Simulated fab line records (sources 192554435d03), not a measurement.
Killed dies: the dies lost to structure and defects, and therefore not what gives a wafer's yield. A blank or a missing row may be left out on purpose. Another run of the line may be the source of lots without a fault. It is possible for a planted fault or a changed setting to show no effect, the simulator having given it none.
fab line records -- flow n5-finfet -- part 1 of 2: steps 1 to 22 of 29
record: lots: 5, wafers: 15, last-day: 17
route steps=1938 shown BEOL_M13@1671
lots that met no fault: from a run of the same line without faults
start-h: hours from the record's first day to the start of the lot's first wafer shown -- wait-h: how many hours have passed since the lot's step before this one -- " repeats the value in the row above -- L1.1+2: a row that stands for several wafers -- - no value, or no start was given -- * or withheld: withheld -- < > ~ a bound
route shown NAME@n: NAME is a module with steps in the file, n the number in the route of the first one -- usual: the fault-free wafers' mean and standard deviation -- same: alike in all rows -- chamber/n: place in a boat -- sites: each site's reading -- _std_site: how widely they spread, as a standard deviation -- _edge_site: the outer-site mean with the inner-site mean subtracted -- radius-mm: how far each site lies from the wafer's centre -- mask NAME#n: copy n -- behind: the tool/chamber that last shaped the wafer -- hold: cause of the lot's hold/its duration in hours/its outcome -- device: the transistor (n, p or np) that didn't switch -- end of line: the route-end tests of the same wafers -- a step given without rows: its recipe and nothing more -- killed: dies lost to structure and defects at the first sort, not the wafer's yield -- map: the dies of a wafer, with x for killed, . for not killed, _ for no die there
set.NAME: the setting that was run; set.NAME@STEP: the one run at that earlier step -- model.NAME: the simulator's own value behind a step, which no gauge read
certain route steps with their lots: each step a table, each wafer a row
services: a tool's chamber out of use, with start hour (start-h, from the record's first day; less than 0 if before it), hours out, and reason
== steps ==
step: N5_BEOL_M13_INSPECT_12
recipe: mode: adi, inspect-instrument: macro
usual: raw-defect-count: 2.3/1.6
lot.wafer,tool,chamber,start-h,wait-h,raw-defect-count
L074.1,defect-inspect-02,-,232.97,0.0,5
L074.5,defect-inspect-02,-,232.97,0.0,5
L074.6,defect-inspect-02,-,232.97,0.0,4
L078.2,defect-inspect-02,-,260.28,0.0,2
L078.3,defect-inspect-02,-,260.28,0.0,1
L078.4,defect-inspect-02,-,260.28,0.0,5
L084.1,defect-inspect-01,-,304.89,0.0,1
L084.2,defect-inspect-01,-,304.89,0.0,3
L084.6,defect-inspect-01,-,304.89,0.0,2
L095.2,defect-inspect-01,-,356.08,0.0,1
L095.3,defect-inspect-01,-,356.08,0.0,2
L095.6,defect-inspect-01,-,356.08,0.0,1
L096.4,defect-inspect-01,-,373.64,0.0,1
L096.5,defect-inspect-01,-,373.64,0.0,6
L096.6,defect-inspect-01,-,373.64,0.0,0
step: N5_BEOL_M13_DESCUM_15
recipe: chemistry: O2, time-s: 7.9, source-power-w: 50, bias-power-w: 20, pressure-mtorr: 20, rf-frequency-hz: 2.712e+07, temp-c: 40, o2-flow-sccm: 225
usual: chamber-pressure-mTorr: 19.999/0.021, drypump-motor-current-A: 5.7/0.5, oes-product-au: 0.78/0.07, rf-vpp-V: 242.9/0.99, showerhead-plenum-p-Torr: 2.08/0.047, throttle-valve-pct: 20.42/0.25
lot.wafer,tool,chamber,start-h,wait-h,chamber-pressure-mTorr,drypump-motor-current-A,oes-product-au,rf-hours-counter-h,rf-vpp-V,showerhead-plenum-p-Torr,throttle-valve-pct
L074.1,rie-diel-05,2,233.01,0.0,20.025,5.9,0.79,116,243.6,2.12,20.30
L074.5,rie-diel-05,0,233.01,0.0,20.016,5.8,0.70,-,243.7,2.04,20.28
L074.6,rie-diel-05,1,233.01,0.0,19.967,5.7,0.71,-,244.3,2.16,20.23
L078.2,rie-diel-03,2,260.32,0.0,19.988,5.7,0.68,250,243.9,2.16,20.58
L078.3,rie-diel-03,1,260.32,0.0,19.999,4.8,0.86,41,243.9,2.13,20.23
L078.4,rie-diel-03,0,260.32,0.0,20.001,5.3,0.81,102,242.4,2.04,20.51
L084.1,rie-diel-03,3,305.44,0.5,19.992,6.7,0.79,127,242.7,2.11,20.33
L084.2,rie-diel-03,0,305.44,0.5,19.996,5.3,0.79,118,241.7,2.03,20.54
L084.6,rie-diel-03,2,305.44,0.5,20.011,5.8,0.95,-,243.3,2.16,20.20
L095.2,rie-diel-02,1,356.18,0.1,20.004,5.7,0.75,143,242.2,2.00,20.35
L095.3,rie-diel-02,0,356.18,0.1,20.017,5.4,0.81,101,242.6,2.05,20.17
L095.6,rie-diel-02,1,356.18,0.1,19.967,5.7,0.76,-,242.8,2.00,20.35
L096.4,rie-diel-02,2,373.69,0.0,20.006,6.4,0.68,-,242.3,2.10,20.85
L096.5,rie-diel-02,1,373.69,0.0,20.000,5.7,0.75,-,242.7,2.00,20.35
L096.6,rie-diel-02,3,373.69,0.0,20.012,5.4,0.70,-,243.0,2.07,20.75
step: N5_BEOL_M13_ETCH_59
recipe: chemistry: N2/H2, target: BARC, target-depth-a: 890, overetch-a: 267, time-s: 67.9, ion-energy-ev: 200, pressure-mtorr: 30, source-w: 840, bias-w: 150, n2-flow-sccm: 200, h2-flow-sccm: 200
usual: chamber-pressure-mTorr: 29.998/0.028, drypump-motor-current-A: 5.7/0.49, oes-product-au: 0.67/0.055, rf-vpp-V: 523.2/1.8, showerhead-plenum-p-Torr: 2.52/0.054, throttle-valve-pct: 17.85/0.28
lot.wafer,tool,chamber,start-h,wait-h,chamber-pressure-mTorr,drypump-motor-current-A,oes-product-au,rf-hours-counter-h,rf-vpp-V,showerhead-plenum-p-Torr,throttle-valve-pct
L074.1,rie-diel-05,2,233.04,0.0,30.048,5.9,0.68,116,523.6,2.54,17.51
L074.5,rie-diel-05,0,233.04,0.0,29.994,5.9,0.60,-,522.7,2.50,17.99
L074.6,rie-diel-05,1,233.04,0.0,30.012,5.6,0.62,-,525.6,2.61,17.63
L078.2,rie-diel-03,2,260.35,0.0,30.029,5.8,0.60,250,525.4,2.60,17.91
L078.3,rie-diel-03,1,260.35,0.0,30.054,4.8,0.73,41,525.7,2.60,17.71
L078.4,rie-diel-03,0,260.35,0.0,30.065,5.3,0.70,103,521.8,2.46,17.88
L084.1,rie-diel-03,3,305.47,0.0,30.038,6.7,0.66,127,523.2,2.55,17.78
L084.2,rie-diel-03,0,305.47,0.0,29.997,5.3,0.68,118,521.7,2.46,17.92
L084.6,rie-diel-03,2,305.47,0.0,30.023,5.7,0.80,-,526.9,2.59,17.48
L095.2,rie-diel-02,1,356.22,0.0,30.038,5.7,0.64,143,521.4,2.43,17.93
L095.3,rie-diel-02,0,356.22,0.0,30.043,5.4,0.69,101,522.3,2.48,17.60
L095.6,rie-diel-02,1,356.22,0.0,30.030,5.7,0.65,-,520.1,2.43,17.92
L096.4,rie-diel-02,2,373.74,0.0,30.021,6.4,0.58,-,522.9,2.50,17.98
L096.5,rie-diel-02,1,373.74,0.0,29.998,5.7,0.64,-,519.8,2.43,17.92
L096.6,rie-diel-02,3,373.74,0.0,29.985,5.4,0.61,-,522.0,2.54,18.37
step: N5_BEOL_M13_VIA_ETCH_16
recipe: chemistry: C4F8/O2/Ar, target: SiOC, pressure-mtorr: 30, source-w: 3000, bias-w: 700, Ar_flow_sccm: 400, C4F8_flow_sccm: 15, O2_flow_sccm: 8, he-inner-torr: 15, he-outer-torr: 30, target-depth-a: 9217, time-s: withheld, ion-energy-ev: 250, ends: cleared
usual: C4F8_flow_sccm: 15.00/0.042, O2_flow_sccm: 7.995/0.025, chamber-pressure-mTorr: 30.001/0.026, drypump-motor-current-A: 5.7/0.49, oes-product-au: 0.70/0.065, rf-vpp-V: 664.7/2.3, showerhead-plenum-p-Torr: 3.38/0.064, throttle-valve-pct: 24.09/0.24
lot.wafer,tool,chamber,start-h,wait-h,C4F8_flow_sccm,O2_flow_sccm,chamber-pressure-mTorr,drypump-motor-current-A,oes-product-au,rf-vpp-V,showerhead-plenum-p-Torr,throttle-valve-pct
L074.1,rie-diel-05,2,233.09,0.0,14.96,8.016,29.948,5.9,0.72,666.4,3.42,23.90
L074.5,rie-diel-05,0,233.09,0.0,15.01,8.006,30.015,5.8,0.63,664.0,3.37,24.20
L074.6,rie-diel-05,1,233.09,0.0,14.99,7.991,30.002,5.7,0.65,668.9,3.50,23.86
L078.2,rie-diel-03,2,260.40,0.0,14.95,7.994,29.997,5.7,0.62,668.0,3.49,24.18
L078.3,rie-diel-03,1,260.40,0.0,15.04,7.971,30.042,4.8,0.79,666.9,3.47,24.03
L078.4,rie-diel-03,0,260.40,0.0,14.98,8.005,29.948,5.3,0.72,661.6,3.32,24.17
L084.1,rie-diel-03,3,305.53,0.0,14.98,8.008,30.030,6.7,0.70,664.7,3.39,23.88
L084.2,rie-diel-03,0,305.53,0.0,14.96,8.019,30.005,5.3,0.71,663.6,3.31,24.20
L084.6,rie-diel-03,2,305.53,0.0,15.04,7.980,30.015,5.7,0.85,667.5,3.48,23.85
L095.2,rie-diel-02,1,356.27,0.0,15.01,7.981,29.990,5.7,0.68,662.9,3.29,24.17
L095.3,rie-diel-02,0,356.27,0.0,15.00,8.010,30.028,5.4,0.74,663.1,3.33,23.78
L095.6,rie-diel-02,1,356.27,0.0,15.06,7.960,30.005,5.7,0.67,661.0,3.29,24.17
L096.4,rie-diel-02,2,373.87,0.1,15.05,7.943,30.016,6.5,0.60,664.0,3.38,24.37
L096.5,rie-diel-02,1,373.87,0.1,15.02,7.991,29.949,5.7,0.67,660.8,3.29,24.19
L096.6,rie-diel-02,3,373.87,0.1,14.94,7.990,30.006,5.4,0.64,664.7,3.33,24.22
step: N5_BEOL_M13_STRIP_63
recipe: chemistry: N2/H2, power-w: 1000, temp-c: 250, h2-frac: 0.65, overash-fraction: 0.3, pressure-mtorr: 1000, n2-flow-sccm: 1750, h2-flow-sccm: 3250
usual: chamber-pressure-mTorr: 1000.0/0.92, drypump-motor-current-A: 5.7/0.38, heater-power-w: 355/39, oes-product-au: 0.674/0.005, strip-time-to-endpoint-s: 27.7/1.1
lot.wafer,tool,chamber,start-h,wait-h,chamber-pressure-mTorr,drypump-motor-current-A,heater-power-w,oes-product-au,rf-hours-counter-h,strip-time-to-endpoint-s
L074.1,plasma-asher-01,0,233.33,-,1001.2,6.1,316,0.666,106,27.2
L074.5,plasma-asher-01,1,233.33,-,1001.2,5.2,376,0.677,-,29.5
L074.6,plasma-asher-01,0,233.33,-,1001.5,6.1,323,0.674,-,27.4
L078.2,plasma-asher-01,1,260.64,-,1001.6,5.2,370,0.671,111,29.9
L078.3,plasma-asher-01,1,260.64,-,1000.1,5.2,360,0.676,-,28.2
L078.4,plasma-asher-01,0,260.64,-,999.6,6.1,312,0.673,-,27.9
L084.1,plasma-asher-02,0,305.76,-,998.3,5.4,411,0.662,92,27.0
L084.2,plasma-asher-02,1,305.76,-,999.1,5.8,328,0.665,92,28.1
L084.6,plasma-asher-02,0,305.76,-,999.5,5.4,416,0.676,-,25.4
L095.2,plasma-asher-01,0,356.51,-,1001.5,6.1,310,0.681,129,27.5
L095.3,plasma-asher-01,0,356.51,-,999.2,6.1,307,0.670,-,26.5
L095.6,plasma-asher-01,1,356.51,-,999.9,5.2,375,0.680,-,27.7
L096.4,plasma-asher-01,1,374.03,-,999.2,5.2,388,0.685,-,28.7
L096.5,plasma-asher-01,0,374.03,-,1000.6,6.1,313,0.666,-,28.0
L096.6,plasma-asher-01,1,374.03,-,1000.3,5.2,366,0.672,-,29.3
step: N5_BEOL_M13_STRIP_64
recipe: chemistry: N2/H2, power-w: 1000, temp-c: 250, h2-frac: 0.65, overash-fraction: 0.3, pressure-mtorr: withheld, n2-flow-sccm: 1750, h2-flow-sccm: 3250
usual: drypump-motor-current-A: 5.7/0.38, heater-power-w: 354/39, oes-product-au: 0.715/0.0045, strip-time-to-endpoint-s: 31.30/0.086
lot.wafer,tool,chamber,start-h,wait-h,drypump-motor-current-A,heater-power-w,oes-product-au,rf-hours-counter-h,strip-time-to-endpoint-s
L074.1,plasma-asher-01,0,233.39,0.0,6.1,316,0.714,106,31.23
L074.5,plasma-asher-01,1,233.39,0.0,5.2,372,0.711,-,31.19
L074.6,plasma-asher-01,0,233.39,0.0,6.1,311,0.716,-,31.24
L078.2,plasma-asher-01,1,260.70,0.0,5.2,370,0.713,111,31.32
L078.3,plasma-asher-01,1,260.70,0.0,5.2,375,0.712,-,31.34
L078.4,plasma-asher-01,0,260.70,0.0,6.1,311,0.712,-,31.29
L084.1,plasma-asher-02,0,305.82,0.0,5.4,422,0.715,92,31.37
L084.2,plasma-asher-02,1,305.82,0.0,5.9,330,0.716,92,31.36
L084.6,plasma-asher-02,0,305.82,0.0,5.4,415,0.721,-,31.32
L095.2,plasma-asher-01,0,356.57,0.0,6.1,315,0.713,129,31.30
L095.3,plasma-asher-01,0,356.57,0.0,6.1,314,0.724,-,31.42
L095.6,plasma-asher-01,1,356.57,0.0,5.2,373,0.712,-,31.35
L096.4,plasma-asher-01,1,374.09,0.0,5.2,364,0.711,-,31.32
L096.5,plasma-asher-01,0,374.09,0.0,6.1,312,0.718,-,31.38
L096.6,plasma-asher-01,1,374.09,0.0,5.2,385,0.715,-,31.39
step: N5_BEOL_M13_STRIP_71
recipe: chemistry: post-etch-residue-remover, time-s: 60, temp-c: 25, remover-ph: withheld, remover-water-wt-pct: withheld, remover-fluoride-wt-pct: withheld
lot.wafer,tool,chamber,start-h,wait-h
L074.1+5+6,wet-bench-05,"5,4,1",233.48,0.1
L078.2+3+4,wet-bench-05,"6,0,3",260.79,0.1
L084.1+2+6,wet-bench-01,"5,3,1",305.91,0.1
L095.2+3+6,wet-bench-01,"0,5,4",356.65,0.1
L096.4+5+6,wet-bench-01,"5,2,1",374.16,0.0
step: N5_BEOL_M13_SRD_72
recipe: time-s: 30, temp-c: 23, rinse-liquid: diw, dry: n2-spin, spin-rpm: 1500, dry-time-s: 30
usual: do-supply-ppb: 9.99/0.11, spin-rpm: 1500.0/0.82
lot.wafer,tool,chamber,start-h,wait-h,do-supply-ppb,spin-rpm
L074.1,wet-bench-05,5,233.50,0.0,9.99,1500.2
L074.5,wet-bench-05,4,233.50,0.0,9.99,1501.3
L074.6,wet-bench-05,1,233.50,0.0,9.89,1500.3
L078.2,wet-bench-05,6,260.81,0.0,9.85,1500.2
L078.3,wet-bench-05,0,260.81,0.0,10.05,1500.8
L078.4,wet-bench-05,3,260.81,0.0,9.89,1500.6
L084.1,wet-bench-01,5,305.93,0.0,9.92,1499.8
L084.2,wet-bench-01,3,305.93,0.0,9.94,1498.7
L084.6,wet-bench-01,1,305.93,0.0,9.94,1500.4
L095.2,wet-bench-01,0,356.67,0.0,9.97,1501.4
L095.3,wet-bench-01,5,356.67,0.0,9.93,1499.9
L095.6,wet-bench-01,4,356.67,0.0,9.82,1500.1
L096.4,wet-bench-01,5,374.17,0.0,9.98,1499.5
L096.5,wet-bench-01,2,374.17,0.0,9.90,1500.2
L096.6,wet-bench-01,1,374.17,0.0,9.97,1499.4
step: N5_BEOL_M13_CD_MEAS_17
recipe: target-cd-nm: 190, polarity: opening
usual: cd-nm: 191.1/2.3
lot.wafer,tool,chamber,start-h,wait-h,cd-nm
L074.1,cd-sem-01,-,233.54,0.0,196.0
L074.5,cd-sem-01,-,233.54,0.0,191.8
L074.6,cd-sem-01,-,233.54,0.0,192.9
L078.2,cd-sem-03,-,260.85,0.0,191.6
L078.3,cd-sem-03,-,260.85,0.0,194.0
L078.4,cd-sem-03,-,260.85,0.0,187.0
L084.1,cd-sem-01,-,305.97,0.0,196.7
L084.2,cd-sem-01,-,305.97,0.0,194.9
L084.6,cd-sem-01,-,305.97,0.0,192.0
L095.2,cd-sem-03,-,356.71,0.0,190.3
L095.3,cd-sem-03,-,356.71,0.0,191.3
L095.6,cd-sem-03,-,356.71,0.0,189.4
L096.4,cd-sem-01,-,374.22,0.0,190.3
L096.5,cd-sem-01,-,374.22,0.0,188.4
L096.6,cd-sem-01,-,374.22,0.0,188.0
step: N5_BEOL_M13_COAT_65
recipe: resist: SOC, temp-c: 250, time-s: 60, spin-rpm: 1500, resist-thk-nm: 350
lot.wafer,tool,chamber,start-h,wait-h
L074.1+5+6,litho-track-02,0,233.57,0.0
L078.2+3+4,litho-track-03,0,260.88,0.0
L084.1+2+6,litho-track-03,0,306.01,0.0
L095.2+3+6,litho-track-05,0,356.75,0.0
L096.4+5+6,litho-track-02,0,374.25,0.0
step: N5_BEOL_M13_COAT_66
recipe: resist: SiARC, temp-c: 220, time-s: 60, spin-rpm: 1500, resist-thk-nm: 110
lot.wafer,tool,chamber,start-h,wait-h
L074.1+5+6,litho-track-02,0,-,-
L078.2+3+4,litho-track-03,0,-,-
L084.1+2+6,litho-track-03,0,-,-
L095.2+3+6,litho-track-05,0,-,-
L096.4+5+6,litho-track-02,0,-,-
step: N5_BEOL_M13_COAT_22
recipe: spin-rpm: 2888, resist-thk-nm: 300
lot.wafer,tool,chamber,start-h,wait-h
L074.1+5+6,litho-track-02,0,-,-
L078.2+3+4,litho-track-03,0,-,-
L084.1+2+6,litho-track-03,0,-,-
L095.2+3+6,litho-track-05,0,-,-
L096.4+5+6,litho-track-02,0,-,-
step: N5_BEOL_M13_EBR_24
recipe: solvent: PGMEA, ebr-width-mm: 1.5
lot.wafer,tool,chamber,start-h,wait-h
L074.1+5+6,litho-track-02,0,-,-
L078.2+3+4,litho-track-03,0,-,-
L084.1+2+6,litho-track-03,0,-,-
L095.2+3+6,litho-track-05,0,-,-
L096.4+5+6,litho-track-02,0,-,-
step: N5_BEOL_M13_SOFTBAKE_23
recipe: temp-c: 130, time-s: 60
lot.wafer,tool,chamber,start-h,wait-h
L074.1+5+6,litho-track-02,0,-,-
L078.2+3+4,litho-track-03,0,-,-
L084.1+2+6,litho-track-03,0,-,-
L095.2+3+6,litho-track-05,0,-,-
L096.4+5+6,litho-track-02,0,-,-
step: N5_BEOL_M13_EXPOSE_25
recipe: mask-id: M13, na: 0.93, source-shape: conventional, sigma-outer: 0.4, polarization: unpolarized, target-cd-nm: 210, dose-mj: 22
same: sigma-outer: 0.4
lot.wafer,tool,chamber,start-h,wait-h,mask
L074.1+5+6,krf-scanner-01,0,233.82,-,M13#0
L078.2+3+4,krf-scanner-01,0,261.01,-,M13#0
L084.1+2+6,krf-scanner-01,0,306.12,-,M13#0
L095.2+3+6,krf-scanner-02,0,357.00,-,M13#0
L096.4+5+6,krf-scanner-01,0,374.39,-,M13#0
step: N5_BEOL_M13_PEB_26
recipe: peb-temp-c: 130, peb-time-s: 90
lot.wafer,tool,chamber,start-h,wait-h
L074.1+5+6,litho-track-05,0,233.87,0.1
L078.2+3+4,litho-track-02,0,261.06,0.0
L084.1+2+6,litho-track-05,0,306.18,0.1
L095.2+3+6,litho-track-03,0,357.05,0.0
L096.4+5+6,litho-track-02,0,374.43,0.0
step: N5_BEOL_M13_DEVELOP_27
recipe: develop-time-s: 45, rinse-liquid: diw, dry: air-spin, dev-temp-c: 21
lot.wafer,tool,chamber,start-h,wait-h
L074.1+5+6,litho-track-05,0,-,-
L078.2+3+4,litho-track-02,0,-,-
L084.1+2+6,litho-track-05,0,-,-
L095.2+3+6,litho-track-03,0,-,-
L096.4+5+6,litho-track-02,0,-,-
step: N5_BEOL_M13_HARDBAKE_32
recipe: temp-c: 130, time-s: 120
lot.wafer,tool,chamber,start-h,wait-h
L074.1+5+6,litho-track-05,0,-,-
L078.2+3+4,litho-track-02,0,-,-
L084.1+2+6,litho-track-05,0,-,-
L095.2+3+6,litho-track-03,0,-,-
L096.4+5+6,litho-track-02,0,-,-
step: N5_BEOL_M13_CD_MEAS_28
recipe: target-cd-nm: 209.5, landing-energy-ev: 500, detector: se-inlens
usual: cd-nm: 209.7/1.6
lot.wafer,tool,chamber,start-h,wait-h,cd-nm
L074.1,cd-sem-01,0,233.99,-,208.3
L074.5,cd-sem-01,0,233.99,-,209.6
L074.6,cd-sem-01,0,233.99,-,211.9
L078.2,cd-sem-02,0,261.18,-,208.9
L078.3,cd-sem-02,0,261.18,-,212.9
L078.4,cd-sem-02,0,261.18,-,211.4
L084.1,cd-sem-02,0,306.29,-,209.4
L084.2,cd-sem-02,0,306.29,-,207.2
L084.6,cd-sem-02,0,306.29,-,207.8
L095.2,cd-sem-02,0,357.17,-,207.0
L095.3,cd-sem-02,0,357.17,-,208.7
L095.6,cd-sem-02,0,357.17,-,210.3
L096.4,cd-sem-02,0,374.55,-,210.9
L096.5,cd-sem-02,0,374.55,-,209.0
L096.6,cd-sem-02,0,374.55,-,211.0
step: N5_BEOL_M13_OVL_MEAS_29
recipe: points-per-wafer: 44
usual: M13_OVL: -1/5
lot.wafer,tool,chamber,start-h,wait-h,M13_OVL[nm]
L074.1,overlay-02,0,234.02,0.0,-7
L074.5,overlay-02,0,234.02,0.0,-9
L074.6,overlay-02,0,234.02,0.0,3
L078.2,overlay-02,0,261.20,0.0,1
L078.3,overlay-02,0,261.20,0.0,-1
L078.4,overlay-02,0,261.20,0.0,3
L084.1,overlay-01,0,306.33,0.0,-6
L084.2,overlay-01,0,306.33,0.0,-2
L084.6,overlay-01,0,306.33,0.0,-12
L095.2,overlay-02,0,357.20,0.0,1
L095.3,overlay-02,0,357.20,0.0,2
L095.6,overlay-02,0,357.20,0.0,-7
L096.4,overlay-01,0,374.57,0.0,1
L096.5,overlay-01,0,374.57,0.0,15
L096.6,overlay-01,0,374.57,0.0,8
step: N5_BEOL_M13_INSPECT_30
recipe: mode: adi, inspect-instrument: macro
usual: raw-defect-count: 2.2/1.4
lot.wafer,tool,chamber,start-h,wait-h,raw-defect-count
L074.1,defect-inspect-02,-,234.04,0.0,0
L074.5,defect-inspect-02,-,234.04,0.0,3
L074.6,defect-inspect-02,-,234.04,0.0,4
L078.2,defect-inspect-01,-,261.23,0.0,0
L078.3,defect-inspect-01,-,261.23,0.0,1
L078.4,defect-inspect-01,-,261.23,0.0,4
L084.1,defect-inspect-02,-,306.35,0.0,2
L084.2,defect-inspect-02,-,306.35,0.0,2
L084.6,defect-inspect-02,-,306.35,0.0,3
L095.2,defect-inspect-01,-,357.22,0.0,4
L095.3,defect-inspect-01,-,357.22,0.0,1
L095.6,defect-inspect-01,-,357.22,0.0,2
L096.4,defect-inspect-02,-,374.60,0.0,1
L096.5,defect-inspect-02,-,374.60,0.0,1
L096.6,defect-inspect-02,-,374.60,0.0,3
step: N5_BEOL_M13_DESCUM_33
recipe: chemistry: O2, time-s: 7.9, source-power-w: 50, bias-power-w: 20, pressure-mtorr: 20, rf-frequency-hz: 2.712e+07, temp-c: 40, o2-flow-sccm: 225
usual: chamber-pressure-mTorr: 20.000/0.016, drypump-motor-current-A: 5.8/0.51, oes-product-au: 0.78/0.069, rf-vpp-V: 242.9/1.1, showerhead-plenum-p-Torr: 2.08/0.047, throttle-valve-pct: 20.42/0.26
lot.wafer,tool,chamber,start-h,wait-h,chamber-pressure-mTorr,drypump-motor-current-A,oes-product-au,rf-hours-counter-h,rf-vpp-V,showerhead-plenum-p-Torr,throttle-valve-pct
L074.1,rie-diel-05,1,234.08,0.0,19.998,5.6,0.73,179,245.0,2.16,20.24
L074.5,rie-diel-05,3,234.08,0.0,20.007,6.4,0.82,-,242.7,2.05,20.77
L074.6,rie-diel-05,2,234.08,0.0,20.000,5.9,0.81,-,241.8,2.12,20.28
L078.2,rie-diel-02,0,261.53,0.3,19.997,5.4,0.84,71,241.8,2.06,20.12
L078.3,rie-diel-02,2,261.53,0.3,20.018,6.4,0.70,186,244.2,2.11,20.80
L078.4,rie-diel-02,3,261.53,0.3,20.025,5.4,0.73,186,243.0,2.08,20.69
L084.1,rie-diel-02,2,306.80,0.5,20.029,6.4,0.69,200,242.7,2.11,20.81
L084.2,rie-diel-02,3,306.80,0.5,20.013,5.4,0.73,200,243.6,2.08,20.71
L084.6,rie-diel-02,1,306.80,0.5,19.984,5.7,0.77,-,242.0,2.01,20.33
L095.2,rie-diel-02,3,357.25,0.0,19.999,5.4,0.71,216,242.5,2.07,20.73
L095.3,rie-diel-02,2,357.25,0.0,20.004,6.5,0.67,216,241.9,2.10,20.82
L095.6,rie-diel-02,2,357.25,0.0,19.982,6.4,0.67,-,243.4,2.10,20.83
L096.4,rie-diel-03,3,374.63,0.0,19.994,6.6,0.77,143,241.7,2.10,20.36
L096.5,rie-diel-03,0,374.63,0.0,20.015,5.3,0.78,-,242.2,2.02,20.58
L096.6,rie-diel-03,3,374.63,0.0,20.027,6.5,0.76,-,243.2,2.10,20.36
